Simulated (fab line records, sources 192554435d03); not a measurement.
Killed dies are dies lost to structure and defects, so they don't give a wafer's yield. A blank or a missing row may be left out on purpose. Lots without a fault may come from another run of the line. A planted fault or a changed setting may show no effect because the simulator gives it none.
fab line records | flow n5_finfet
record lots=7 wafers=21
route steps=1938 shown BEOL_M4@1064 BEOL_M6@1204 BEOL_M7@1299 BEOL_M8@1342
start_h: hours from the record's first day to the start of the lot's first wafer shown | wait_h: hours since the lot's step before | " the same as in the row above | L1.1+2: a row that stands for several wafers | - no value, or no start given | * or withheld: withheld | < > ~ a bound
route shown NAME@n: a module of which the file shows steps, and the number in the route of the first | usual: mean/standard deviation of fault-free wafers | same: alike in all rows | chamber/n: place in a boat | sites: the reading at each site | _std_site: their standard deviation | _edge_site: outer sites' mean less inner sites' | radius_mm: how far each site lies from the wafer's centre | mask NAME#n: copy n | behind: the tool/chamber that last shaped the wafer | hold: why the lot was held/for how many hours/how that ended | device: the transistor (n, p or np) that didn't switch | end of line: the same wafers' tests at the end of the route | a step without rows: its recipe alone | killed: dies lost to structure and defects at the first sort, not the wafer's yield | map: a wafer's dies, x killed, . not, _ none there
set.NAME: the setting as run; set.NAME@STEP: as run at that earlier step | model.NAME: the simulator's own value behind a step, which no gauge read
lots whose settings were changed on purpose; a table a step, a row a wafer
## steps
# step N5_BEOL_M4_ETCH_70
# recipe chemistry=N2/H2 target=SOC target_depth_a=800 overetch_a=240 mask_material=SiARC temp_c=40 time_s=130 ion_energy_ev=200 pressure_mtorr=30 source_w=840 bias_w=150 n2_flow_sccm=200 h2_flow_sccm=200
# usual rf_vpp_V=523.5/2.5
# columns lot.wafer tool chamber start_h wait_h set.source_w rf_vpp_V
L074.3 rie_diel-02 1 172.47 0.0 840 523.2
L074.5 " 2 " " 840 525.9
L074.6 " 1 " " 840 523.8
L075.3 rie_diel-04 3 172.61 0.0 840 525.4
L075.4 " 0 " " 840 526.8
L075.5 " 1 " " 840 522.8
L078.1 rie_diel-02 3 188.34 0.0 840 525.1
L078.2 " 0 " " 950.8 499.5
L078.4 " 3 " " 950.8 504.0
L077.2 rie_diel-03 1 188.35 0.0 840 523.1
L077.3 " 3 " " 840 521.0
L077.5 " 2 " " 840 525.4
L088.1 rie_diel-02 1 257.89 0.0 840 524.1
L088.2 " 3 " " 840 524.6
L088.3 " 0 " " 840 520.6
L090.2 rie_diel-03 2 262.08 0.0 840 524.4
L090.3 " 0 " " 840 520.5
L090.4 " 0 " " 840 520.0
L094.3 rie_diel-03 0 286.02 0.0 721.8 547.9
L094.5 " 3 " " 721.8 547.6
L094.6 " 2 " " 840 524.9
# step N5_BEOL_M4_TRENCH_ETCH_37
# recipe chemistry=C4F6/O2 target_depth_a=555.55 target=SiOC time_s=29.2 ion_energy_ev=250 pressure_mtorr=30 source_w=355 bias_w=185 Ar_flow_sccm=300 C4F6_flow_sccm=10 O2_flow_sccm=10
# columns lot.wafer tool chamber start_h wait_h set.time_s model.BEOL_M4.feature_depth_nm model.etch.depth_nm
L074.3 rie_diel-02 1 - - 23.25 44 43.95
L074.5 " 2 " " 23.25 43 43.07
L074.6 " 1 " " 29.2 54.6 54.58
L075.3 rie_diel-04 3 - - 29.2 56.4 56.41
L075.4 " 0 " " 29.2 56.4 56.31
L075.5 " 1 " " 29.2 55 55.08
L078.1 rie_diel-02 3 - - 29.2 55.2 55.11
L078.2 " 0 " " 29.2 55.4 55.35
L078.4 " 3 " " 29.2 54.6 54.6
L077.2 rie_diel-03 1 - - 29.2 54.2 54.26
L077.3 " 3 " " 29.2 54.8 54.81
L077.5 " 2 " " 29.2 56.4 56.45
L088.1 rie_diel-02 1 - - 35.67 66.8 66.72
L088.2 " 3 " " 29.2 55.2 55.19
L088.3 " 0 " " 35.67 67.8 67.82
L090.2 rie_diel-03 2 - - 25.34 49.2 49.28
L090.3 " 0 " " 29.2 54.4 54.44
L090.4 " 0 " " 29.2 55 54.95
L094.3 rie_diel-03 0 - - 29.2 55 55.02
L094.5 " 3 " " 29.2 54.8 54.89
L094.6 " 2 " " 29.2 56.2 56.21
# step N5_BEOL_M4_ETCH_41
# recipe chemistry=CH3F/O2 target=SiCN target_depth_a=299 taper_deg=2 time_s=52.5 ion_energy_ev=120 mask_material=TiN pressure_mtorr=30 source_w=395 bias_w=75 Ar_flow_sccm=150 CH3F_flow_sccm=30 O2_flow_sccm=20
# step N5_BEOL_M4_STRIP_97
# recipe chemistry=N2/H2 time_s=10 power_w=450 temp_c=40 pressure_mtorr=20 rf_frequency_hz=6e+07 bias_power_w=7 n2_flow_sccm=200 h2_flow_sccm=200
# step N5_BEOL_M4_OCD_MEAS_38
# usual trench_depth_nm=55.2/0.87
# columns lot.wafer tool chamber start_h wait_h set.time_s@BEOL_M4_TRENCH_ETCH_37 trench_depth_nm
L074.3 ocd-01 - 172.84 - 23.25 43.8
L074.5 " - " " 23.25 43.2
L074.6 " - " " 29.2 54.0
L075.3 ocd-02 - 172.98 - 29.2 56.5
L075.4 " - " " 29.2 56.1
L075.5 " - " " 29.2 55.0
L078.1 ocd-02 - 188.70 - 29.2 55.8
L078.2 " - " " 29.2 55.5
L078.4 " - " " 29.2 54.2
L077.2 ocd-01 - 188.71 - 29.2 54.2
L077.3 " - " " 29.2 54.7
L077.5 " - " " 29.2 56.0
L088.1 ocd-01 - 258.25 - 35.67 66.9
L088.2 " - " " 29.2 54.4
L088.3 " - " " 35.67 67.9
L090.2 ocd-01 - 262.44 - 25.34 49.6
L090.3 " - " " 29.2 54.0
L090.4 " - " " 29.2 54.8
L094.3 ocd-01 - 286.39 - 29.2 55.0
L094.5 " - " " 29.2 54.9
L094.6 " - " " 29.2 56.1
# step N5_BEOL_M6_EXPOSE_08
# recipe mask_id=M6 na=1.35 source_shape=dipole sigma_inner=0.817 sigma_outer=0.97 polarization=te dose_mj=68.25
# columns lot.wafer tool chamber start_h wait_h mask set.dose_mj
L074.3+6 arfi_scanner-01 0 192.44 - M6#0 68.25
L074.5 " 0 " " M6#0 65.21
L075.3+4+5 arfi_scanner-03 0 194.85 - M6#0 68.25
L077.2 arfi_scanner-03 0 208.47 - M6#0 66.06
L077.3+5 " 0 " " M6#0 68.25
L078.1 arfi_scanner-02 0 208.64 - M6#0 68.25
L078.2+4 " 0 " " M6#0 72.98
L088.1+2 arfi_scanner-01 0 281.40 - M6#0 68.25
L088.3 " 0 " " M6#0 72.03
L090.2+3+4 arfi_scanner-02 0 285.89 - M6#0 68.25
L094.3+5 arfi_scanner-02 0 309.47 - M6#0 68.25
L094.6 " 0 " " M6#0 65.61
# step N5_BEOL_M6_PEB_09
# recipe peb_temp_c=withheld peb_time_s=60 resist=CAR-ArF
# step N5_BEOL_M6_DEVELOP_10
# recipe develop_time_s=30 developer=TMAH resist=CAR-ArF rinse_liquid=diw dry=air_spin dev_temp_c=23
# step N5_BEOL_M6_CD_MEAS_11
# recipe target_cd_nm=38.5 landing_energy_ev=500 detector=se_inlens polarity=opening
# usual cd_nm=38.4/0.45
# columns lot.wafer tool chamber start_h wait_h set.dose_mj@BEOL_M6_EXPOSE_08 cd_nm
L074.3 cd_sem-01 0 192.56 - 68.25 38.9
L074.5 " 0 " " 65.21 36.6
L074.6 " 0 " " 68.25 38.6
L075.3 cd_sem-03 0 194.97 - 68.25 37.9
L075.4 " 0 " " 68.25 38.3
L075.5 " 0 " " 68.25 38.0
L077.2 cd_sem-01 0 208.60 - 66.06 37.0
L077.3 " 0 " " 68.25 38.0
L077.5 " 0 " " 68.25 38.0
L078.1 cd_sem-03 0 208.77 - 68.25 38.0
L078.2 " 0 " " 72.98 42.1
L078.4 " 0 " " 72.98 41.8
L088.1 cd_sem-03 0 281.53 - 68.25 37.9
L088.2 " 0 " " 68.25 38.1
L088.3 " 0 " " 72.03 40.5
L090.2 cd_sem-01 0 286.01 - 68.25 38.6
L090.3 " 0 " " 68.25 38.4
L090.4 " 0 " " 68.25 37.7
L094.3 cd_sem-02 0 309.58 - 68.25 38.5
L094.5 " 0 " " 68.25 38.5
L094.6 " 0 " " 65.61 36.3
# step N5_BEOL_M6_DESCUM_16
# recipe chemistry=O2 time_s=7.9 source_power_w=50 bias_power_w=20 pressure_mtorr=20 rf_frequency_hz=2.712e+07 temp_c=40 resist=CAR-ArF o2_flow_sccm=225
# step N5_BEOL_M6_ETCH_61
# recipe chemistry=CF4 target=SiARC target_depth_a=455 mask_material=CAR-ArF time_s=75.8 ion_energy_ev=80 pressure_mtorr=40 source_w=545 bias_w=36 Ar_flow_sccm=100 cf4_flow_sccm=100 ends=cleared
# columns lot.wafer tool chamber start_h wait_h set.dose_mj@BEOL_M6_EXPOSE_08 model.BEOL_M6.cd_offset_nm
L074.3 rie_diel-02 0 192.68 0.0 68.25 0.4
L074.5 " 2 " " 65.21 -1.6
L074.6 " 3 " " 68.25 0
L075.3 rie_diel-04 2 195.09 0.0 68.25 -0.2
L075.4 " 3 " " 68.25 -0.6
L075.5 " 2 " " 68.25 -0.4
L077.2 rie_diel-02 1 208.78 0.0 66.06 -1.4
L077.3 " 0 " " 68.25 -0.8
L077.5 " 2 " " 68.25 -0.6
L078.1 rie_diel-03 3 209.11 0.0 68.25 -0.4
L078.2 " 1 " " 72.98 3.4
L078.4 " 2 " " 72.98 3.6
L088.1 rie_diel-03 0 281.86 0.0 68.25 -1
L088.2 " 1 " " 68.25 -0.6
L088.3 " 3 " " 72.03 1.8
L090.2+3 rie_diel-03 0,3 286.46 0.0 68.25 -0.2
L090.4 " 2 " " 68.25 -0.6
L094.3 rie_diel-04 2 309.74 0.0 68.25 0
L094.5 " 3 " " 68.25 -0.4
L094.6 " 0 " " 65.61 -2
# step N5_BEOL_M6_ETCH_62
# recipe chemistry=N2/H2 target=SOC target_depth_a=1100 overetch_a=220 mask_material=SiARC temp_c=40 time_s=165 ion_energy_ev=200 pressure_mtorr=30 source_w=840 bias_w=150 n2_flow_sccm=200 h2_flow_sccm=200
# columns lot.wafer tool chamber start_h wait_h set.dose_mj@BEOL_M6_EXPOSE_08 model.BEOL_M6.cd_offset_nm
L074.3 rie_diel-02 0 192.74 0.0 68.25 0.8
L074.5 " 2 " " 65.21 -1.2
L074.6 " 3 " " 68.25 0
L075.3 rie_diel-04 2 195.14 0.0 68.25 -0.2
L075.4 " 3 " " 68.25 0
L075.5 " 2 " " 68.25 -0.4
L077.2 rie_diel-02 1 208.84 0.0 66.06 -1.4
L077.3 " 0 " " 68.25 -1
L077.5 " 2 " " 68.25 -0.6
L078.1 rie_diel-03 3 209.17 0.0 68.25 -0.8
L078.2+4 " 1,2 " " 72.98 3.6
L088.1 rie_diel-03 0 281.91 0.0 68.25 -1.2
L088.2 " 1 " " 68.25 -0.4
L088.3 " 3 " " 72.03 1.8
L090.2+3 rie_diel-03 0,3 286.51 0.0 68.25 -0.4
L090.4 " 2 " " 68.25 -0.6
L094.3 rie_diel-04 2 309.79 0.0 68.25 0.4
L094.5 " 3 " " 68.25 0.2
L094.6 " 0 " " 65.61 -1.8
# step N5_BEOL_M6_STRIP_68
# recipe chemistry=N2/H2 temp_c=40 n2_flow_sccm=200 h2_flow_sccm=200 rf_frequency_hz=6e+07
# step N5_BEOL_M6_STRIP_67
# recipe chemistry=CF4 resist=SiARC power_w=300 bias_power_w=75 pressure_mtorr=50 cf4_flow_sccm=150 rf_frequency_hz=6e+07
# step N5_BEOL_M6_HM_OPEN_17
# recipe chemistry=Cl2/BCl3 target_depth_a=200 overetch_a=60 target=TiN mask_material=SOC ion_energy_ev=150 pressure_mtorr=10 icp_w=1000 bias_w=126 Cl2_flow_sccm=53.25 bcl3_flow_sccm=21.75 Ar_flow_sccm=25
# columns lot.wafer tool chamber start_h wait_h set.dose_mj@BEOL_M6_EXPOSE_08 model.BEOL_M6.cd_offset_nm
L074.3 rie_metal-01 0 192.95 0.1 68.25 1
L074.5 " 1 " " 65.21 -1.2
L074.6 " 0 " " 68.25 0.2
L075.3 rie_metal-01 0 195.36 0.1 68.25 -0.2
L075.4 " 1 " " 68.25 0
L075.5 " 0 " " 68.25 -0.4
L077.2 rie_metal-01 0 209.03 0.0 66.06 -1.4
L077.3 " 1 " " 68.25 -1
L077.5 " 0 " " 68.25 -0.4
L078.1 rie_metal-01 1 209.36 0.0 68.25 -0.8
L078.2+4 " 0,1 " " 72.98 3.6
L088.1 rie_metal-02 1 282.10 0.0 68.25 -1.2
L088.2 " 0 " " 68.25 -0.4
L088.3 " 0 " " 72.03 1.6
L090.2+3 rie_metal-03 1 286.70 0.0 68.25 -0.4
L090.4 " 0 " " 68.25 -0.6
L094.3 rie_metal-01 1 310.01 0.1 68.25 0.6
L094.5 " 0 " " 68.25 0.4
L094.6 " 1 " " 65.61 -1.8
# step N5_BEOL_M6_STRIP_19
# recipe chemistry=O2 power_w=400 temp_c=40 pressure_mtorr=30 rf_frequency_hz=6e+07 bias_power_w=0 overash_fraction=0.2 o2_flow_sccm=225
# step N5_BEOL_M6_CD_MEAS_18
# recipe pitch_nm=80 target_cd_nm=40
# usual cd_nm=39.9/0.63
# columns lot.wafer tool chamber start_h wait_h set.dose_mj@BEOL_M6_EXPOSE_08 cd_nm
L074.3 cd_sem-02 - 193.12 0.1 68.25 40.9
L074.5 " - " " 65.21 38.8
L074.6 " - " " 68.25 39.8
L075.3 cd_sem-01 - 195.57 0.1 68.25 39.8
L075.4 " - " " 68.25 39.9
L075.5 " - " " 68.25 39.9
L077.2 cd_sem-02 - 209.26 0.1 66.06 38.9
L077.3 " - " " 68.25 39.1
L077.5 " - " " 68.25 39.5
L078.1 cd_sem-03 - 209.64 0.0 68.25 39.2
L078.2 " - " " 72.98 43.1
L078.4 " - " " 72.98 43.6
L088.1 cd_sem-02 - 282.28 0.0 68.25 38.4
L088.2 " - " " 68.25 39.4
L088.3 " - " " 72.03 41.3
L090.2 cd_sem-02 - 286.88 0.1 68.25 40.1
L090.3 " - " " 68.25 39.6
L090.4 " - " " 68.25 39.6
L094.3 cd_sem-01 - 310.24 0.1 68.25 40.5
L094.5 " - " " 68.25 40.6
L094.6 " - " " 65.61 38.3
# step N5_BEOL_M6_TRENCH_ETCH_37
# recipe chemistry=C4F6/O2 target_depth_a=944.35 target=SiCOH_lowk time_s=31.5 ion_energy_ev=250 pressure_mtorr=30 source_w=345 bias_w=185 Ar_flow_sccm=300 C4F6_flow_sccm=10 O2_flow_sccm=10
# columns lot.wafer tool chamber start_h wait_h set.bias_w
L074.3+6 rie_diel-04 3,1 - - 185
L074.5 " 0 " " 194.6
L075.3+4+5 rie_diel-04 0,1,1 - - 185
L077.2+3 rie_diel-04 2,3 - - 185
L077.5 " 2 " " 171.7
L078.1+4 rie_diel-02 2,0 - - 172.4
L078.2 " 1 " " 185
L088.1+2+3 rie_diel-02 0,3,2 - - 185
L090.2+3+4 rie_diel-02 0,2,2 - - 185
L094.3+5 rie_diel-03 3,1 - - 200.9
L094.6 " 3 " " 185
# step N5_BEOL_M6_ETCH_41
# recipe chemistry=CH3F/O2 target=SiCN target_depth_a=297 taper_deg=2 time_s=52 ion_energy_ev=120 mask_material=TiN pressure_mtorr=30 source_w=395 bias_w=75 Ar_flow_sccm=150 CH3F_flow_sccm=30 O2_flow_sccm=20
# step N5_BEOL_M6_STRIP_80
# recipe chemistry=N2/H2 time_s=10 power_w=450 temp_c=40 pressure_mtorr=20 rf_frequency_hz=6e+07 bias_power_w=7 n2_flow_sccm=200 h2_flow_sccm=200
# step N5_BEOL_M6_PRECLEAN_42
# recipe chemistry=residue_remover time_s=60 temp_c=40
# step N5_BEOL_M6_SRD_43
# recipe time_s=30 temp_c=23 rinse_liquid=diw dry=ipa_marangoni
# step N5_BEOL_M6_CD_MEAS_35
# recipe target_cd_nm=40 target_cd_y_nm=28 polarity=opening
# usual cd_nm=39.9/0.62
# columns lot.wafer tool chamber start_h wait_h set.dose_mj@BEOL_M6_EXPOSE_08 cd_nm
L074.3 cd_sem-02 - 194.42 0.0 68.25 41.1
L074.5 " - " " 65.21 39.0
L074.6 " - " " 68.25 40.1
L075.3 cd_sem-02 - 198.44 0.0 68.25 39.8
L075.4 " - " " 68.25 39.7
L075.5 " - " " 68.25 39.9
L077.2 cd_sem-02 - 211.40 0.0 66.06 38.3
L077.3 " - " " 68.25 38.8
L077.5 " - " " 68.25 40.2
L078.1 cd_sem-01 - 211.87 0.0 68.25 39.6
L078.2 " - " " 72.98 43.1
L078.4 " - " " 72.98 43.7
L088.1 cd_sem-01 - 285.27 0.0 68.25 38.6
L088.2 " - " " 68.25 39.3
L088.3 " - " " 72.03 41.8
L090.2 cd_sem-03 - 291.76 0.0 68.25 39.3
L090.3 " - " " 68.25 39.7
L090.4 " - " " 68.25 39.5
L094.3 cd_sem-01 - 311.43 0.0 68.25 40.0
L094.5 " - " " 68.25 40.6
L094.6 " - " " 65.61 38.3
# step N5_BEOL_M7_DESCUM_33
# recipe chemistry=O2 time_s=7 source_power_w=50 bias_power_w=20 pressure_mtorr=20 rf_frequency_hz=2.712e+07 temp_c=40 resist=CAR-EUV o2_flow_sccm=225
# columns lot.wafer tool chamber start_h wait_h set.time_s model.CAR-EUV_of_BEOL_M7_COAT_22.thk_nm
L074.3 rie_diel-05 1 202.17 0.0 7 26.2
L074.5 " 0 " " 8.017 25.4
L074.6 " 3 " " 8.017 25.6
L075.3+4+5 rie_diel-01 2,0,0 208.16 0.2 7 26
L077.2+5 rie_diel-01 1 217.84 0.0 7 26
L077.3 " 3 " " 6.111 26.6
L078.1+2+4 rie_diel-05 2,3,1 218.54 0.0 7 26
L088.1+3 rie_diel-06 1,0 294.40 0.2 7 26
L088.2 " 3 " " 6.478 26.2
L090.2 rie_diel-06 1 298.56 0.3 8.332 25.4
L090.3+4 " 3,0 " " 7 26.2
L094.3 rie_diel-05 2 319.90 0.0 7 26.2
L094.5 " 0 " " 7 25.8
L094.6 " 1 " " 7 26
# step N5_BEOL_M7_ETCH_72
# recipe chemistry=N2/H2 target=underlayer target_depth_a=65 mask_material=CAR-EUV time_s=5.2 ion_energy_ev=200 pressure_mtorr=30 source_w=840 bias_w=150 n2_flow_sccm=200 h2_flow_sccm=200 ends=cleared
# columns lot.wafer tool chamber start_h wait_h set.time_s@BEOL_M7_DESCUM_33 model.CAR-EUV_of_BEOL_M7_COAT_22.thk_nm
L074.3 rie_diel-05 1 202.20 0.0 7 20.4
L074.5 " 0 " " 8.017 19.6
L074.6 " 3 " " 8.017 19.8
L075.3 rie_diel-01 2 208.19 0.0 7 20.4
L075.4+5 " 0 " " 7 20.2
L077.2 rie_diel-01 1 217.88 0.0 7 20.2
L077.3 " 3 " " 6.111 20.8
L077.5 " 1 " " 7 20.4
L078.1 rie_diel-05 2 218.57 0.0 7 20.2
L078.2+4 " 3,1 " " 7 20.4
L088.1+3 rie_diel-06 1,0 294.44 0.0 7 20.2
L088.2 " 3 " " 6.478 20.4
L090.2 rie_diel-06 1 298.60 0.0 8.332 19.6
L090.3+4 " 3,0 " " 7 20.4
L094.3+6 rie_diel-05 2,1 319.94 0.0 7 20.4
L094.5 " 0 " " 7 20.2
# step N5_BEOL_M8_EXPOSE_08
# recipe mask_id=M8 na=1.35 source_shape=dipole sigma_inner=0.817 sigma_outer=0.97 polarization=te dose_mj=68.25
# columns lot.wafer tool chamber start_h wait_h mask set.dose_mj
L074.3+5+6 arfi_scanner-02 0 208.76 - M8#0 68.25
L075.3+4+5 arfi_scanner-02 0 212.80 - M8#0 68.25
L077.2 arfi_scanner-02 0 223.25 - M8#0 68.25
L077.3+5 " 0 " " M8#0 66.34
L078.1+4 arfi_scanner-01 0 223.72 - M8#0 68.25
L078.2 " 0 " " M8#0 64.12
L088.1 arfi_scanner-02 0 299.54 - M8#0 71.17
L088.2+3 " 0 " " M8#0 68.25
L090.2+3+4 arfi_scanner-02 0 305.97 - M8#0 68.25
L094.3 arfi_scanner-02 0 324.87 - M8#0 68.25
L094.5+6 " 0 " " M8#0 72.66
# step N5_BEOL_M8_PEB_09
# recipe peb_temp_c=withheld peb_time_s=60 resist=CAR-ArF
# step N5_BEOL_M8_DEVELOP_10
# recipe develop_time_s=30 developer=TMAH resist=CAR-ArF rinse_liquid=diw dry=air_spin dev_temp_c=23
# step N5_BEOL_M8_CD_MEAS_11
# recipe target_cd_nm=38.5 landing_energy_ev=500 detector=se_inlens polarity=opening
# usual cd_nm=38.4/0.59
# columns lot.wafer tool chamber start_h wait_h set.dose_mj@BEOL_M8_EXPOSE_08 cd_nm
L074.3 cd_sem-01 0 208.87 - 68.25 38.2
L074.5 " 0 " " 68.25 38.3
L074.6 " 0 " " 68.25 38.2
L075.3 cd_sem-03 0 212.92 - 68.25 39.6
L075.4 " 0 " " 68.25 39.7
L075.5 " 0 " " 68.25 39.0
L077.2 cd_sem-01 0 223.37 - 68.25 38.0
L077.3 " 0 " " 66.34 37.6
L077.5 " 0 " " 66.34 36.9
L078.1 cd_sem-03 0 223.85 - 68.25 38.5
L078.2 " 0 " " 64.12 36.2
L078.4 " 0 " " 68.25 38.8
L088.1 cd_sem-03 0 299.67 - 71.17 40.0
L088.2 " 0 " " 68.25 38.1
L088.3 " 0 " " 68.25 37.6
L090.2 cd_sem-03 0 306.10 - 68.25 37.5
L090.3 " 0 " " 68.25 38.2
L090.4 " 0 " " 68.25 37.9
L094.3 cd_sem-01 0 324.99 - 68.25 36.8
L094.5 " 0 " " 72.66 40.8
L094.6 " 0 " " 72.66 40.1
# step N5_BEOL_M8_DESCUM_16
# recipe chemistry=O2 time_s=7.9 source_power_w=50 bias_power_w=20 pressure_mtorr=20 rf_frequency_hz=2.712e+07 temp_c=40 resist=CAR-ArF o2_flow_sccm=225
# step N5_BEOL_M8_ETCH_61
# recipe chemistry=CF4 target=SiARC target_depth_a=455 mask_material=CAR-ArF time_s=75.8 ion_energy_ev=80 pressure_mtorr=40 source_w=545 bias_w=36 Ar_flow_sccm=100 cf4_flow_sccm=100 ends=cleared
# columns lot.wafer tool chamber start_h wait_h set.dose_mj@BEOL_M8_EXPOSE_08 model.BEOL_M8.cd_offset_nm
L074.3+5 rie_diel-02 1,0 209.38 0.0 68.25 -0.4
L074.6 " 1 " " 68.25 -0.8
L075.3 rie_diel-02 0 213.44 0.0 68.25 0.6
L075.4 " 2 " " 68.25 0.8
L075.5 " 1 " " 68.25 0.4
L077.2 rie_diel-03 3 224.24 0.0 68.25 -1
L077.3 " 2 " " 66.34 -0.8
L077.5 " 3 " " 66.34 -1.8
L078.1 rie_diel-04 1 224.50 0.0 68.25 -0.2
L078.2 " 2 " " 64.12 -2.4
L078.4 " 3 " " 68.25 0.2
L088.1 rie_diel-04 0 299.79 0.0 71.17 1.2
L088.2 " 2 " " 68.25 -0.2
L088.3 " 1 " " 68.25 -1
L090.2 rie_diel-03 2 306.60 0.0 68.25 -1.2
L090.3 " 1 " " 68.25 -0.4
L090.4 " 2 " " 68.25 -0.6
L094.3 rie_diel-02 1 325.13 0.0 68.25 -1.2
L094.5 " 0 " " 72.66 2.4
L094.6 " 1 " " 72.66 2.2
## key
split step=N5_BEOL_M4_ETCH_70 setting=source_w stated=840 by=wafer
response step=N5_BEOL_M4_ETCH_70 reading=rf_vpp_V change=-1.69 per=1% r=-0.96
split step=N5_BEOL_M4_TRENCH_ETCH_37 setting=time_s stated=29.2 by=wafer
response step=N5_BEOL_M4_TRENCH_ETCH_37 reading=model.BEOL_M4.feature_depth_nm change=+0.525 per=1% r=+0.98
response step=N5_BEOL_M4_TRENCH_ETCH_37 reading=model.etch.depth_nm change=+0.522 per=1% r=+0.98
response step=N5_BEOL_M4_OCD_MEAS_38 reading=trench_depth_nm change=+0.525 per=1% r=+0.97
split step=N5_BEOL_M6_EXPOSE_08 setting=dose_mj stated=68.25 by=wafer
response step=N5_BEOL_M6_CD_MEAS_11 reading=cd_nm change=+0.508 per=1% r=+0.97
response step=N5_BEOL_M6_ETCH_61 reading=model.BEOL_M6.cd_offset_nm change=+0.474 per=1% r=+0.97
response step=N5_BEOL_M6_ETCH_62 reading=model.BEOL_M6.cd_offset_nm change=+0.501 per=1% r=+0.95
response step=N5_BEOL_M6_HM_OPEN_17 reading=model.BEOL_M6.cd_offset_nm change=+0.508 per=1% r=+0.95
response step=N5_BEOL_M6_CD_MEAS_18 reading=cd_nm change=+0.476 per=1% r=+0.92
response step=N5_BEOL_M6_CD_MEAS_35 reading=cd_nm change=+0.491 per=1% r=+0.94
split step=N5_BEOL_M6_TRENCH_ETCH_37 setting=bias_w stated=185 by=wafer
response none clear
split step=N5_BEOL_M7_DESCUM_33 setting=time_s stated=7 by=wafer
response step=N5_BEOL_M7_DESCUM_33 reading=model.CAR-EUV_of_BEOL_M7_COAT_22.thk_nm change=-0.0437 per=1% r=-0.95
response step=N5_BEOL_M7_ETCH_72 reading=model.CAR-EUV_of_BEOL_M7_COAT_22.thk_nm change=-0.0421 per=1% r=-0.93
split step=N5_BEOL_M8_EXPOSE_08 setting=dose_mj stated=68.25 by=wafer
response step=N5_BEOL_M8_CD_MEAS_11 reading=cd_nm change=+0.476 per=1% r=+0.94
response step=N5_BEOL_M8_ETCH_61 reading=model.BEOL_M8.cd_offset_nm change=+0.437 per=1% r=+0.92
